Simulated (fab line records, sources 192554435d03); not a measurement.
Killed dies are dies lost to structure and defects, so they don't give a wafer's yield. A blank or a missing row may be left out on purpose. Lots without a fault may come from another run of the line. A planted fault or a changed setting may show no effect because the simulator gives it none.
fab line records | flow n5_finfet
record lots=7 wafers=39
route steps=1938 shown ZERO_LAYER@4 FIN_SAQP@96 SD_EPI_N@288 HKMG_FIN@388 GATE_CUT@467 BEOL_M1@751 BEOL_M2@890 BEOL_M3@1004 BEOL_M5@1183 BEOL_M7@1263 BEOL_M8@1377 BEOL_M11@1536 BEOL_M13@1705 TV_OPEN@1890 PASSIVATION@1936
start_h: hours from the record's first day to the start of the lot's first wafer shown | wait_h: hours since the lot's step before | " the same as in the row above | L1.1+2: a row that stands for several wafers | - no value, or no start given | * or withheld: withheld | < > ~ a bound
route shown NAME@n: a module of which the file shows steps, and the number in the route of the first | usual: mean/standard deviation of fault-free wafers | same: alike in all rows | chamber/n: place in a boat | sites: the reading at each site | _std_site: their standard deviation | _edge_site: outer sites' mean less inner sites' | radius_mm: how far each site lies from the wafer's centre | mask NAME#n: copy n | behind: the tool/chamber that last shaped the wafer | hold: why the lot was held/for how many hours/how that ended | device: the transistor (n, p or np) that didn't switch | end of line: the same wafers' tests at the end of the route | a step without rows: its recipe alone | killed: dies lost to structure and defects at the first sort, not the wafer's yield | map: a wafer's dies, x killed, . not, _ none there
set.NAME: the setting as run; set.NAME@STEP: as run at that earlier step | model.NAME: the simulator's own value behind a step, which no gauge read
lots whose settings were changed on purpose; a table a step, a row a wafer
## steps
# step N5_ZERO_LAYER_PECVD_02
# recipe material=SiO2 target_thk_a=100 temp_c=400 precursor=SiH4/N2O pressure_torr=0.75 rf_w=275 time_s=6
# step N5_FIN_SAQP_HM_DEP_03
# recipe material=SiNx target_thk_a=380 temp_c=400 precursor=SiH4/NH3/N2 pressure_torr=1.5 rf_w=300 time_s=33.6
# step N5_SD_EPI_N_EPI_21
# recipe material=Si:P dopant=P temp_c=680 pressure_torr=255 time_s=690
# step N5_HKMG_FIN_ALD_74
# recipe material=La2O3 target_thk_a=5 temp_c=250 ald_precursor_family=La-Cp ald_co_reactant=O3 pulse_time_s=6 co_reactant_pulse_time_s=1 purge_time_s=3 co_reactant_purge_time_s=3
# step N5_GATE_CUT_ETCHBACK_30
# recipe chemistry=Cl2/Ar target=TiN target_depth_a=30 mode=isotropic pressure_mtorr=10 icp_w=600 bias_w=60 Cl2_flow_sccm=40 Ar_flow_sccm=60
# step N5_BEOL_M1_ILD_DEP_00
# recipe material=SiOC target_thk_a=790 temp_c=350 precursor=DEMS/O2 pressure_torr=5 rf_w=500 time_s=15.3
# step N5_BEOL_M2_TRENCH_ETCH_37
# recipe chemistry=C4F6/O2 target_depth_a=555.55 target=SiOC time_s=29.2 ion_energy_ev=250 pressure_mtorr=30 source_w=355 bias_w=185 Ar_flow_sccm=300 C4F6_flow_sccm=10 O2_flow_sccm=10
# step N5_BEOL_M3_SPUTTER_90
# recipe material=Cu target_thk_a=45 temp_c=-20 chamber_pressure_pa=0.07 power_w=withheld time_s=8.29
# step N5_BEOL_M5_SPUTTER_90
# step N5_BEOL_M7_ILD_DEP_00
# recipe material=SiCOH_lowk target_thk_a=1797.5 temp_c=300 precursor=DEMS/porogen pressure_torr=5 rf_w=500 time_s=33.4
# step N5_BEOL_M8_TRENCH_ETCH_37
# recipe chemistry=C4F6/O2 target_depth_a=934.78 target=SiCOH_lowk time_s=31.2 ion_energy_ev=250 pressure_mtorr=30 source_w=345 bias_w=185 Ar_flow_sccm=300 C4F6_flow_sccm=10 O2_flow_sccm=10
# step N5_BEOL_M11_ILD_DEP_00
# recipe material=SiCOH_lowk target_thk_a=3085.1 temp_c=300 precursor=DEMS/porogen pressure_torr=5 rf_w=500 time_s=58
# step N5_BEOL_M13_SPUTTER_43
# recipe material=TaN target_thk_a=150 temp_c=50 bias_v=168.6 power_w=15000 chamber_pressure_pa=0.12 time_s=24.19
# step N5_PASSIVATION_ETCH_15
# recipe chemistry=CF4/N2 target=SiCN target_depth_a=750 taper_deg=2 time_s=81.2 ion_energy_ev=150 mask_material=SiNx pressure_mtorr=40 source_w=430 bias_w=70 Ar_flow_sccm=100 cf4_flow_sccm=60 n2_flow_sccm=60
# step N5_PASSIVATION_PROBE_49
# usual killed_at_other=4/3.1
# columns lot.wafer tool chamber start_h wait_h set.time_s@ZERO_LAYER_PECVD_02 set.time_s@FIN_SAQP_HM_DEP_03 set.epi_growth_time_s@SD_EPI_N_EPI_21 set.target_thk_a@HKMG_FIN_ALD_74 set.target_depth_a@GATE_CUT_ETCHBACK_30 set.time_s@BEOL_M1_ILD_DEP_00 set.target_depth_a@BEOL_M2_TRENCH_ETCH_37 set.time_s@BEOL_M3_SPUTTER_90 set.time_s@BEOL_M5_SPUTTER_90 set.target_thk_a@BEOL_M7_ILD_DEP_00 set.time_s@BEOL_M8_TRENCH_ETCH_37 set.target_thk_a@BEOL_M11_ILD_DEP_00 set.time_s@BEOL_M13_SPUTTER_43 set.target_depth_a@PASSIVATION_ETCH_15 killed_at_other
L078.1 prober-02 - 299.52 0.0 2.501 22.44 690 2.024 30 15.3 555.55 10.19 10.82 2723 31.2 1422 20.24 750 0
L078.2 prober-02 - 299.57 0.1 2.501 22.44 690 2.024 30 21.98 555.55 8.29 8.29 1797.5 31.2 1422 24.19 750 0
L078.3 prober-02 - 299.62 0.1 6 33.6 690 2.024 12.07 15.3 555.55 8.29 10.82 1797.5 31.2 3085.1 24.19 750 3
L078.4 prober-02 - 299.67 0.2 2.501 33.6 690 5 12.07 21.98 555.55 10.19 8.29 2723 31.2 1422 24.19 750 1
L078.5 prober-02 - 299.72 0.2 6 33.6 690 5 30 21.98 555.55 8.29 10.82 2723 31.2 3085.1 20.24 750 2
L078.6 prober-02 - 299.77 0.3 6 22.44 690 5 12.07 15.3 555.55 10.19 8.29 1797.5 31.2 3085.1 20.24 750 2
L080.1 prober-01 - 317.45 0.0 3.653 33.6 690 3.81 37.17 18.81 555.55 8.29 5.1 842.5 17.99 1986 31.75 750 6
L080.2 prober-01 - 317.50 0.1 6 22.33 690 5 37.17 18.81 555.55 8.29 8.29 842.5 31.2 3085.1 31.75 750 1
L080.3 prober-01 - 317.55 0.1 6 22.33 690 3.81 30 15.3 555.55 8.29 5.1 842.5 17.99 3085.1 24.19 750 1
L080.4 prober-01 - 317.60 0.2 3.653 22.33 690 5 37.17 15.3 555.55 8.29 5.1 1797.5 31.2 3085.1 24.19 750 0
L080.5 prober-01 - 317.65 0.2 6 33.6 690 3.81 30 18.81 555.55 8.29 8.29 1797.5 31.2 1986 31.75 750 1
L080.6 prober-01 - 317.70 0.3 3.653 33.6 690 5 30 15.3 555.55 8.29 8.29 1797.5 17.99 1986 24.19 750 2
L081.1 prober-02 - 320.17 0.0 5.024 48.58 934.6 3.983 30 15.3 555.55 8.29 9.945 1359 31.2 3085.1 33.35 750 6
L081.2 prober-02 - 320.22 0.1 6 48.58 690 5 30 9.312 356 8.29 9.945 1797.5 31.2 1573 33.35 921.9 1
L081.3 prober-02 - 320.27 0.1 6 33.6 934.6 3.983 30 9.312 356 8.29 8.29 1359 31.2 3085.1 24.19 921.9 2
L081.4 prober-02 - 320.32 0.2 5.024 33.6 934.6 5 30 15.3 555.55 8.29 9.945 1797.5 31.2 1573 24.19 750 1
L081.5 prober-02 - 320.37 0.2 6 48.58 690 5 30 15.3 356 8.29 8.29 1359 31.2 1573 24.19 750 5
L081.6 prober-02 - 320.42 0.3 5.024 33.6 690 3.983 30 9.312 555.55 8.29 8.29 1797.5 31.2 3085.1 33.35 921.9 2
L079.1 prober-01 - 325.12 0.0 5.033 33.6 904.5 5 22.5 15.3 555.55 8.29 13.11 1219 14.67 3085.1 34.12 750 1
L079.2 prober-01 - 325.17 0.1 6 33.6 690 5 22.5 15.3 404.4 13.11 8.29 1797.5 14.67 3085.1 34.12 474.2 686
L079.3 prober-01 - 325.22 0.1 6 16.01 904.5 7.978 22.5 15.3 404.4 13.11 8.29 1219 31.2 3085.1 24.19 750 7
L079.4 prober-01 - 325.27 0.2 5.033 33.6 690 7.978 30 15.3 555.55 8.29 8.29 1797.5 14.67 3085.1 24.19 750 2
L079.5 prober-01 - 325.32 0.2 5.033 16.01 904.5 7.978 30 15.3 555.55 13.11 13.11 1797.5 31.2 3085.1 24.19 474.2 1041
L079.6 prober-01 - 325.37 0.3 6 16.01 690 5 30 15.3 404.4 8.29 13.11 1219 31.2 3085.1 34.12 474.2 1091
L083.1 prober-01 - 346.00 0.0 6 33.6 690 5 30 15.3 555.55 8.29 8.29 1797.5 31.2 3085.1 24.19 750 1
L083.2 prober-01 - 346.05 0.1 6 33.6 690 5 30 15.3 555.55 8.29 8.29 1797.5 31.2 3085.1 24.19 750 17
L083.6 prober-01 - 346.25 0.3 6 33.6 690 5 30 15.3 555.55 8.29 8.29 1797.5 31.2 3085.1 24.19 750 3
L096.1 prober-01 - 442.64 0.0 6 33.6 554.8 5 22.06 15.3 555.55 8.29 7.027 832.9 31.2 4246 24.19 618.7 6
L096.2 prober-01 - 442.69 0.1 7.363 46.42 690 5 22.06 15.3 828.5 8.29 8.29 832.9 17.43 3085.1 24.19 750 3
L096.3 prober-01 - 442.74 0.1 7.363 33.6 690 4.175 30 15.3 828.5 8.29 7.027 1797.5 17.43 4246 36.99 750 9
L096.4 prober-01 - 442.79 0.2 6 46.42 690 4.175 22.06 15.3 555.55 12.35 8.29 1797.5 31.2 4246 36.99 618.7 7
L096.5 prober-01 - 442.84 0.2 6 33.6 554.8 4.175 30 15.3 828.5 12.35 7.027 832.9 31.2 3085.1 36.99 750 5
L096.6 prober-01 - 442.89 0.3 7.363 46.42 554.8 5 30 15.3 555.55 12.35 8.29 1797.5 17.43 3085.1 24.19 618.7 11
L097.1 prober-02 - 442.80 0.0 6 33.6 690 2.896 30 15.3 785.6 3.975 8.29 1797.5 47.01 1901 24.19 750 0
L097.2 prober-02 - 442.85 0.1 6 38.65 690 5 30 15.3 555.55 8.29 3.664 1797.5 47.01 3085.1 24.19 354 951
L097.3 prober-02 - 442.90 0.1 6 33.6 690 2.896 30 15.3 555.55 8.29 3.664 1797.5 47.01 1901 24.19 354 442
L097.4 prober-02 - 442.95 0.2 6 38.65 690 5 30 15.3 785.6 8.29 8.29 1797.5 31.2 3085.1 24.19 750 1
L097.5 prober-02 - 443.00 0.2 6 38.65 690 2.896 30 15.3 785.6 3.975 3.664 1797.5 31.2 1901 24.19 750 1
L097.6 prober-02 - 443.05 0.3 6 33.6 690 5 30 15.3 555.55 3.975 8.29 1797.5 31.2 3085.1 24.19 354 1045
# killed by level:class
L078.1 BEOL_M7:area_etch=1088 MOL_CONTACT_COAG:geometric_particle:open=19 FIN_SAQP:geometric_particle:open=9 BEOL_M4:geometric_particle:open=9 FIN_SAQP:geometric_particle:short=7 MOL_CONTACT_COAG:geometric_particle:short=7 DUMMY_GATE:geometric_particle:open=4 BEOL_M8:geometric_particle:open=4
L078.2 BEOL_M11:area_dep=870 BEOL_M1:area_etch=200 HKMG_FIN:area_etch=21 MOL_CONTACT_COAG:geometric_particle:open=14 GATE_CUT:geometric_particle:short=6 MOL_CONTACT_COAG:geometric_particle:short=6 BEOL_M0_SAQP:geometric_particle:short=6 BEOL_M0:geometric_particle:open=6
L078.3 FIN_SAQP:geometric_particle:open=10 MOL_CONTACT_COAG:geometric_particle:open=8 BEOL_M3:geometric_particle:open=7 BEOL_M1:geometric_particle:open=5 FIN_SAQP:geometric_particle:short=4 MOL_CONTACT_COAG:geometric_particle:short=4 BEOL_M0:geometric_particle:short=3 BEOL_M0:geometric_particle:open=3
L078.4 BEOL_M1:area_etch=1064 MOL_CONTACT_COAG:geometric_particle:open=15 FIN_SAQP:geometric_particle:short=13 FIN_SAQP:geometric_particle:open=9 BEOL_M0_SAQP:geometric_particle:short=8 MOL_CONTACT_COAG:geometric_particle:short=6 BEOL_M1:geometric_particle:open=6 BEOL_M3:geometric_particle:open=6
L078.5 BEOL_M1:area_etch=1098 MOL_CONTACT_COAG:geometric_particle:open=11 BEOL_M3:geometric_particle:open=9 GATE_CUT:geometric_particle:short=7 BEOL_M0_SAQP:geometric_particle:open=4 BEOL_M0:geometric_particle:open=4 BEOL_M2:geometric_particle:open=4 STI_FIN_REVEAL:geometric_particle:open=3
L078.6 MOL_CONTACT_COAG:geometric_particle:open=9 BEOL_M2:geometric_particle:open=8 HKMG_FIN:area_etch=8 STARTING-WAFER:geometric_particle:open=5 BEOL_M3:geometric_particle:open=4 FIN_SAQP:geometric_particle:open=3 BEOL_M0_SAQP:geometric_particle:short=3 BEOL_M0:geometric_particle:open=3
L080.1 BEOL_M7:area_dep=1078 FIN_SAQP:geometric_particle:open=14 BEOL_M1:geometric_particle:open=11 BEOL_M4:geometric_particle:open=9 FIN_SAQP:geometric_particle:short=8 MOL_CONTACT_COAG:geometric_particle:open=6 BEOL_M0_SAQP:geometric_particle:short=5 BEOL_M0_SAQP:geometric_particle:open=5
L080.2 BEOL_M7:area_dep=1053 FIN_SAQP:geometric_particle:open=18 HKMG_FIN:area_etch=15 MOL_CONTACT_COAG:geometric_particle:open=10 BEOL_M4:geometric_particle:open=10 STARTING-WAFER:geometric_particle:open=7 MOL_CONTACT_COAG:geometric_particle:short=6 BEOL_M0_SAQP:geometric_particle:short=6
L080.3 BEOL_M7:area_dep=1056 FIN_SAQP:geometric_particle:open=12 BEOL_M4:geometric_particle:open=11 BEOL_M1:geometric_particle:open=9 MOL_CONTACT_COAG:geometric_particle:open=8 BEOL_M0_SAQP:geometric_particle:open=8 GATE_CUT:geometric_particle:short=7 FIN_SAQP:geometric_particle:short=5
L080.4 MOL_CONTACT_COAG:geometric_particle:open=11 BEOL_M1:geometric_particle:short=8 BEOL_M3:geometric_particle:short=6 BEOL_M3:geometric_particle:open=6 BEOL_M0_SAQP:geometric_particle:open=5 GATE_CUT:geometric_particle:open=4 GATE_CUT:geometric_particle:short=4 BEOL_M0_SAQP:geometric_particle:short=4
L080.5 BEOL_M11:area_dep=46 FIN_SAQP:geometric_particle:open=13 MOL_CONTACT_COAG:geometric_particle:open=9 FIN_SAQP:geometric_particle:short=7 BEOL_M1:geometric_particle:open=7 STI_FIN_REVEAL:geometric_particle:open=6 BEOL_M0_SAQP:geometric_particle:short=6 BEOL_M0:geometric_particle:open=5
L080.6 BEOL_M8:area_ecd=149 BEOL_M11:area_dep=27 FIN_SAQP:geometric_particle:short=19 FIN_SAQP:geometric_particle:open=13 MOL_CONTACT_COAG:geometric_particle:open=10 BEOL_M0:geometric_particle:open=6 BEOL_M4:geometric_particle:open=6 GATE_CUT:geometric_particle:short=4
L081.1 MOL_CONTACT_COAG:geometric_particle:open=18 BEOL_M2:geometric_particle:open=15 STI_FIN_REVEAL:geometric_particle:open=11 FIN_SAQP:geometric_particle:open=10 BEOL_M1:geometric_particle:open=8 BEOL_M4:geometric_particle:open=7 BEOL_M3:geometric_particle:open=6 BEOL_M0_SAQP:geometric_particle:open=5
L081.2 BEOL_M1:area_dep=1050 BEOL_M1:area_ecd=22 MOL_CONTACT_COAG:geometric_particle:open=17 BEOL_M3:geometric_particle:open=12 BEOL_M0_SAQP:geometric_particle:short=10 BEOL_M0_SAQP:geometric_particle:open=8 BEOL_M4:geometric_particle:open=8 FIN_SAQP:geometric_particle:short=7
L081.3 BEOL_M1:area_dep=845 BEOL_M1:area_ecd=219 MOL_CONTACT_COAG:geometric_particle:open=19 BEOL_M0_SAQP:geometric_particle:open=14 STI_FIN_REVEAL:geometric_particle:open=10 HKMG_FIN:area_etch=8 BEOL_M0_SAQP:geometric_particle:short=7 BEOL_M4:geometric_particle:open=7
L081.4 BEOL_M11:area_dep=1050 BEOL_M2:geometric_particle:open=20 FIN_SAQP:geometric_particle:open=8 FIN_SAQP:geometric_particle:short=7 MOL_CONTACT_COAG:geometric_particle:open=7 BEOL_M2:geometric_particle:short=7 BEOL_M4:geometric_particle:open=7 BEOL_M0_SAQP:geometric_particle:short=6
L081.5 BEOL_M11:area_dep=550 BEOL_M2:area_ecd=497 MOL_CONTACT_COAG:geometric_particle:open=12 STI_FIN_REVEAL:geometric_particle:open=11 BEOL_M2:geometric_particle:open=9 FIN_SAQP:geometric_particle:open=8 BEOL_M3:geometric_particle:open=8 BEOL_M4:geometric_particle:open=7
L081.6 BEOL_M1:area_dep=807 BEOL_M1:area_ecd=276 MOL_CONTACT_COAG:geometric_particle:open=13 DUMMY_GATE:geometric_particle:open=8 BEOL_M3:geometric_particle:open=7 FIN_SAQP:geometric_particle:open=6 BEOL_M2:geometric_particle:open=6 BEOL_M1:geometric_particle:open=5
L079.1 BEOL_M8:area_ecd=768 BEOL_M7:area_dep=95 MOL_CONTACT_COAG:geometric_particle:open=18 BEOL_M3:geometric_particle:open=12 FIN_SAQP:geometric_particle:open=11 STI_FIN_REVEAL:geometric_particle:open=9 BEOL_M0_SAQP:geometric_particle:short=6 FIN_SAQP:geometric_particle:short=5
L079.2 TV_OPEN:area_etch=685 BEOL_M8:area_ecd=379 FIN_SAQP:geometric_particle:open=19 STI_FIN_REVEAL:geometric_particle:open=13 BEOL_M2:geometric_particle:open=12 FIN_SAQP:geometric_particle:short=10 MOL_CONTACT_COAG:geometric_particle:open=10 BEOL_M2:area_ecd=7
L079.3 BEOL_M2:area_ecd=22 FIN_SAQP:geometric_particle:open=14 GATE_CUT:geometric_particle:short=9 FIN_SAQP:geometric_particle:short=8 BEOL_M0_SAQP:geometric_particle:open=7 BEOL_M4:geometric_particle:open=6 STI_FIN_REVEAL:geometric_particle:open=5 MOL_CONTACT_COAG:geometric_particle:open=4
L079.4 BEOL_M8:area_ecd=399 MOL_CONTACT_COAG:geometric_particle:open=10 BEOL_M2:geometric_particle:open=9 FIN_SAQP:geometric_particle:short=8 STI_FIN_REVEAL:geometric_particle:open=7 BEOL_M4:geometric_particle:open=7 STARTING-WAFER:geometric_particle:short=6 HKMG_FIN:area_etch=6
L079.5 TV_OPEN:area_etch=1040 STI_FIN_REVEAL:geometric_particle:open=25 FIN_SAQP:geometric_particle:short=15 BEOL_M2:geometric_particle:open=12 BEOL_M0_SAQP:geometric_particle:open=11 DUMMY_GATE:geometric_particle:open=7 MOL_CONTACT_COAG:geometric_particle:open=7 FIN_SAQP:geometric_particle:open=6
L079.6 TV_OPEN:area_etch=1087 FIN_SAQP:geometric_particle:open=13 STI_FIN_REVEAL:geometric_particle:open=12 BEOL_M2:geometric_particle:open=11 BEOL_M0_SAQP:geometric_particle:open=7 FIN_SAQP:geometric_particle:short=6 MOL_CONTACT_COAG:geometric_particle:open=6 BEOL_M0_SAQP:geometric_particle:short=6
L083.1 BEOL_M2:geometric_particle:open=10 MOL_CONTACT_COAG:geometric_particle:open=9 BEOL_M0_SAQP:geometric_particle:open=9 BEOL_M0_SAQP:geometric_particle:short=8 BEOL_M1:geometric_particle:short=8 FIN_SAQP:geometric_particle:short=5 FIN_SAQP:geometric_particle:open=5 MOL_CONTACT_COAG:geometric_particle:short=5
L083.2 MOL_CONTACT_COAG:geometric_particle:open=11 BEOL_M0_SAQP:geometric_particle:short=11 BEOL_M2:geometric_particle:open=8 BEOL_M0_SAQP:geometric_particle:open=7 MIM_TOP:geometric_particle:open=7 MIM_TOP:geometric_particle:short=7 STI_FIN_REVEAL:geometric_particle:open=4 DUMMY_GATE:geometric_particle:open=4
L083.6 FIN_SAQP:geometric_particle:open=22 BEOL_M0_SAQP:geometric_particle:short=15 BEOL_M0_SAQP:geometric_particle:open=14 STI_FIN_REVEAL:geometric_particle:open=8 GATE_CUT:geometric_particle:open=8 HKMG_FIN:area_etch=7 GATE_CUT:geometric_particle:short=6 MOL_CONTACT_COAG:geometric_particle:open=6
L096.1 BEOL_M7:area_dep=1057 MOL_CONTACT_COAG:geometric_particle:open=18 BEOL_M11:area_etch=14 STI_FIN_REVEAL:geometric_particle:open=10 BEOL_M0_SAQP:geometric_particle:short=8 BEOL_M3:geometric_particle:open=7 BEOL_M1:geometric_particle:open=6 DUMMY_GATE:geometric_particle:open=5
L096.2 BEOL_M7:area_dep=1083 BEOL_M4:geometric_particle:open=11 FIN_SAQP:geometric_particle:open=8 FIN_SAQP:geometric_particle:short=8 STI_FIN_REVEAL:geometric_particle:open=7 BEOL_M2:geometric_particle:open=7 MOL_CONTACT_COAG:geometric_particle:open=6 BEOL_M0_SAQP:geometric_particle:short=6
L096.3 BEOL_M11:area_etch=987 BEOL_M8:area_ecd=89 MOL_CONTACT_COAG:geometric_particle:open=18 STI_FIN_REVEAL:geometric_particle:open=13 FIN_SAQP:geometric_particle:open=9 BEOL_M2:geometric_particle:open=7 STI_FIN_REVEAL:geometric_particle:short=6 DUMMY_GATE:geometric_particle:open=6
L096.4 BEOL_M11:area_etch=1053 MOL_CONTACT_COAG:geometric_particle:open=21 STI_FIN_REVEAL:geometric_particle:open=15 BEOL_M0_SAQP:geometric_particle:short=9 STI_FIN_REVEAL:geometric_particle:short=7 DUMMY_GATE:geometric_particle:open=7 BEOL_M4:geometric_particle:open=6 STARTING-WAFER:geometric_particle:open=6
L097.1 BEOL_M11:area_dep=580 FIN_SAQP:geometric_particle:open=20 FIN_SAQP:geometric_particle:short=19 MOL_CONTACT_COAG:geometric_particle:open=12 BEOL_M4:geometric_particle:open=10 BEOL_M5:geometric_particle:open=9 STI_FIN_REVEAL:geometric_particle:open=8 BEOL_M1:geometric_particle:open=6
L096.5 BEOL_M7:area_dep=1071 STI_FIN_REVEAL:geometric_particle:open=14 BEOL_M4:geometric_particle:open=11 MOL_CONTACT_COAG:geometric_particle:open=11 FIN_SAQP:geometric_particle:short=8 BEOL_M2:geometric_particle:open=8 BEOL_M0_SAQP:geometric_particle:short=6 ILD0:geometric_particle:short=4
L097.2 TV_OPEN:area_etch=945 BEOL_M8:area_etch=89 FIN_SAQP:geometric_particle:open=27 FIN_SAQP:geometric_particle:short=25 BEOL_M4:geometric_particle:open=16 MOL_CONTACT_COAG:geometric_particle:open=13 BEOL_M2:geometric_particle:open=10 BEOL_M0_SAQP:geometric_particle:open=6
L096.6 BEOL_M8:area_ecd=385 STI_FIN_REVEAL:geometric_particle:open=14 MOL_CONTACT_COAG:geometric_particle:open=11 DUMMY_GATE:geometric_particle:open=7 MOL_CONTACT_COAG:geometric_particle:short=7 BEOL_M0_SAQP:geometric_particle:open=7 BEOL_M2:geometric_particle:open=7 HKMG_FIN:area_etch=7
L097.3 BEOL_M11:area_dep=558 TV_OPEN:area_etch=438 BEOL_M8:area_etch=69 FIN_SAQP:geometric_particle:short=17 MOL_CONTACT_COAG:geometric_particle:open=11 BEOL_M4:geometric_particle:open=11 FIN_SAQP:geometric_particle:open=9 BEOL_M3:geometric_particle:open=8
L097.4 FIN_SAQP:geometric_particle:short=17 FIN_SAQP:geometric_particle:open=16 BEOL_M4:geometric_particle:open=15 BEOL_M2:geometric_particle:open=9 MOL_CONTACT_COAG:geometric_particle:open=8 GATE_CUT:geometric_particle:open=5 BEOL_M3:geometric_particle:open=5 BEOL_M4:geometric_particle:short=5
L097.5 BEOL_M11:area_dep=408 FIN_SAQP:geometric_particle:open=14 BEOL_M4:geometric_particle:open=14 FIN_SAQP:geometric_particle:short=12 BEOL_M3:geometric_particle:open=9 MOL_CONTACT_COAG:geometric_particle:open=8 STI_FIN_REVEAL:geometric_particle:open=6 DUMMY_GATE:geometric_particle:open=4
L097.6 TV_OPEN:area_etch=1039 FIN_SAQP:geometric_particle:open=19 STI_FIN_REVEAL:geometric_particle:open=19 FIN_SAQP:geometric_particle:short=16 BEOL_M4:geometric_particle:open=15 BEOL_M4:geometric_particle:short=8 MOL_CONTACT_COAG:geometric_particle:open=7 GATE_CUT:geometric_particle:short=7
## key
split step=N5_ZERO_LAYER_PECVD_02 setting=time_s stated_as=6
response none clear
split step=N5_FIN_SAQP_HM_DEP_03 setting=time_s stated_as=33.6
response none clear
split step=N5_SD_EPI_N_EPI_21 setting=epi_growth_time_s stated_as=690
response none clear
split step=N5_HKMG_FIN_ALD_74 setting=target_thk_a stated_as=5
response none clear
split step=N5_GATE_CUT_ETCHBACK_30 setting=target_depth_a stated_as=30
response none clear
split step=N5_BEOL_M1_ILD_DEP_00 setting=time_s stated_as=15.3
response none clear
split step=N5_BEOL_M2_TRENCH_ETCH_37 setting=target_depth_a stated_as=555.55
response none clear
split step=N5_BEOL_M3_SPUTTER_90 setting=time_s stated_as=8.29
response none clear
split step=N5_BEOL_M5_SPUTTER_90 setting=time_s stated_as=8.29
response none clear
split step=N5_BEOL_M7_ILD_DEP_00 setting=target_thk_a stated_as=1797.5
response none clear
split step=N5_BEOL_M8_TRENCH_ETCH_37 setting=time_s stated_as=31.2
response none clear
split step=N5_BEOL_M11_ILD_DEP_00 setting=target_thk_a stated_as=3085.1
response none clear
split step=N5_BEOL_M13_SPUTTER_43 setting=time_s stated_as=24.19
response none clear
split step=N5_PASSIVATION_ETCH_15 setting=target_depth_a stated_as=750
response step=N5_PASSIVATION_PROBE_49 reading=killed_at_other slope=-18.1 per=1% together_with=all explained=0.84
